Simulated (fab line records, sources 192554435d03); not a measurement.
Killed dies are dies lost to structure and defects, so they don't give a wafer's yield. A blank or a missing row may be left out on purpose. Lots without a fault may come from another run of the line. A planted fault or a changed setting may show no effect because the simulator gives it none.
A struck lot beside a sound one | flow n5_finfet | 37 steps out of a route of 1938
Sound: wafers L734.3, L734.4, L734.6. Struck: wafers L740.2, L740.3, L740.6. The cause comes at the end.
At each step with rows: each side's tool, then ch and its chambers, then its first start. Under that, the readings that differ: sound wafers | struck wafers | difference of the means | sigmas: that difference in standard deviations of wafers without a fault.
alike: readings whose means differ by less than 2 such deviations, and words and numbers that are the same on both sides. not compared: withheld readings, readings that some wafer has no value for, bounds like >300 that may hide the same value, and numbers for which the record gives no deviation and whose values overlap.
The two part at a step that has a row with sigmas, a row that says differs or no value, or rows on one side only. Numbers that don't overlap but have no deviation are shown without sigmas and don't part them. A reading that every wafer of one side lacks parts them only if that side has two wafers or more.

first, 9 steps without rows for these wafers: N5_BEOL_M4_ANNEAL_95 (time 240 s); N5_BEOL_M4_SPUTTER_96 (material Cu, target thk 4.5 nm, time 8.29 s); N5_BEOL_M4_ECD_50 (material Cu, target thk 300 nm); N5_BEOL_M4_ANNEAL_51 (time 90 s); N5_BEOL_M4_CMP_52 (polishes, stops on SiOC, t overpolish 6.8 s, target thk 40 nm); N5_BEOL_M4_PRE_CLEAN_60 (time 15 s); N5_BEOL_M4_CO_CAP_55 (material Co, precursor CCTBA/H2, target thk 2 nm, time 102.1 s); N5_BEOL_M4_PRE_CLEAN_56 (time 15 s); N5_BEOL_M4_DEP_57 (deposits SiCN from 3MS/NH3, target thk 8 nm, time 14 s).
N5_BEOL_M4_RC_MEAS_101:
  sound on prober-02 ch 0, day 8 15:10; struck on prober-01 ch 0, day 10 09:25
  alike: DIBL_N, DIBL_P, IOFF_N, IOFF_P, ION_N, ION_P, SS_N, SS_P, VT_N, VT_P
then, 24 steps without rows for these wafers: N5_BEOL_M5_ILD_DEP_00 (deposits SiCOH lowk from DEMS/porogen, target thk 140.64 nm, time 25.9 s); N5_BEOL_M5_CURE_79 (cures SiCOH lowk, time 240 s); N5_BEOL_M5_PECVD_70 (deposits SiO2 from TEOS/O2, target thk 16 nm, time 18 s); N5_BEOL_M5_HM_DEP_02 (deposits TiN, target thk 20 nm); N5_BEOL_M5_COAT_59 (time 60 s, resist thk 60 nm); N5_BEOL_M5_COAT_60 (time 60 s, resist thk 12 nm); N5_BEOL_M5_COAT_71 (time 60 s, resist thk 5 nm); N5_BEOL_M5_COAT_05 (resist thk 30 nm); N5_BEOL_M5_EBR_07; N5_BEOL_M5_SOFTBAKE_06 (time 60 s); N5_BEOL_M5_EXPOSE_08 (exposes mask M5, target cd 28 nm); N5_BEOL_M5_PEB_09 (peb time 60 s); N5_BEOL_M5_DEVELOP_10 (develop time 30 s); N5_BEOL_M5_DESCUM_16 (chemistry O2, time 7 s); N5_BEOL_M5_ETCH_72 (etches underlayer in N2/H2, target depth 6.5 nm, time 5.2 s); N5_BEOL_M5_ETCH_61 (etches SiARC in CF4, target depth 15.6 nm, time 26 s); N5_BEOL_M5_ETCH_62 (etches SOC in N2/H2, target depth 75 nm, overetch 15 nm, time 112.5 s); N5_BEOL_M5_STRIP_63 (strips in N2/H2); N5_BEOL_M5_STRIP_73 (strips in N2/H2); N5_BEOL_M5_STRIP_64 (strips in CF4); N5_BEOL_M5_HM_OPEN_17 (chemistry Cl2/BCl3, target TiN, target depth 20 nm, overetch 6 nm); N5_BEOL_M5_STRIP_19 (strips in O2); N5_BEOL_M5_COAT_65 (time 60 s, resist thk 60 nm); N5_BEOL_M5_COAT_66 (time 60 s, resist thk 12 nm).
N5_BEOL_M9_CVD_78: deposits Co from CCTBA/H2, target thk 2 nm, time 138.9 s.
  sound on cvd_co-01 ch 0,1,2, day 10 08:19; struck on cvd_co-02 ch 1,2, day 12 07:00
  no value came back on the struck wafers for chamber_pressure_Torr (Torr), run_length_s (s); on the sound wafers chamber_pressure_Torr (Torr) reads 29.99 29.94 29.95
  not compared: since_wet_clean_h
N5_BEOL_M9_CMP_52: polishes, stops on SiCOH lowk, t overpolish 7 s, target thk 140 nm.
  sound on cmp-04 ch 1,2, day 10 09:32; struck on cmp-01 ch 2,3, day 12 09:16
  reading                      | sound          | struck         | difference | sigmas
  barrier_field_endpoint_s (s) | 28.5 29.4 29.6 | 26.7 26.2 26.7 | -2.6       | -4
  alike: clearing_platen_rpm, motor_current_A
  not compared: pad_life_wafers
-- the record jumps here: 2 days lie between the struck wafers' starts before and after (it left off in module BEOL_M9 and takes up again in module PASSIVATION, whose first step shown is number 1936 of the route) --
N5_PASSIVATION_PROBE_49:
  sound on prober-01, day 13 01:37; struck on prober-02, day 14 19:41
  reading                  | sound          | struck         | difference | sigmas
  defect_limited_yield (%) | 91.9 93.4 90.9 | 19.2 18.8 18.4 | -73.3      | -49
  killed_at_M4_up          | 11 10 11       | 870 871 876    | +862       | +99 or more
  killed_dies              | 95 78 107      | 954 958 963    | +865       | +51
  killed_on_rim            | 17 10 19       | 151 95 94      | +98        | +23
  sort_bin_5_function (%)  | 5.3 4.2 5.8    | 65.9 67.5 69.4 | +62.5      | +64
  sort_bin_6_memory (%)    | 2.5 1.9 3.0    | 14.2 13.0 11.9 | +10.6      | +15
  sort_n_pass              | 1085 1102 1073 | 226 222 217    | -865       | -51
  sort_yield_pct (%)       | 91.9 93.4 90.9 | 19.2 18.8 18.4 | -73.3      | -49
  alike: killed_at_M0_to_M3, killed_at_contacts, killed_at_front_end, killed_at_other, killed_open, killed_short

WHERE THEY PART
First at N5_BEOL_M9_CVD_78; last, within this record, at N5_PASSIVATION_PROBE_49.

WHY: what the simulator had put in
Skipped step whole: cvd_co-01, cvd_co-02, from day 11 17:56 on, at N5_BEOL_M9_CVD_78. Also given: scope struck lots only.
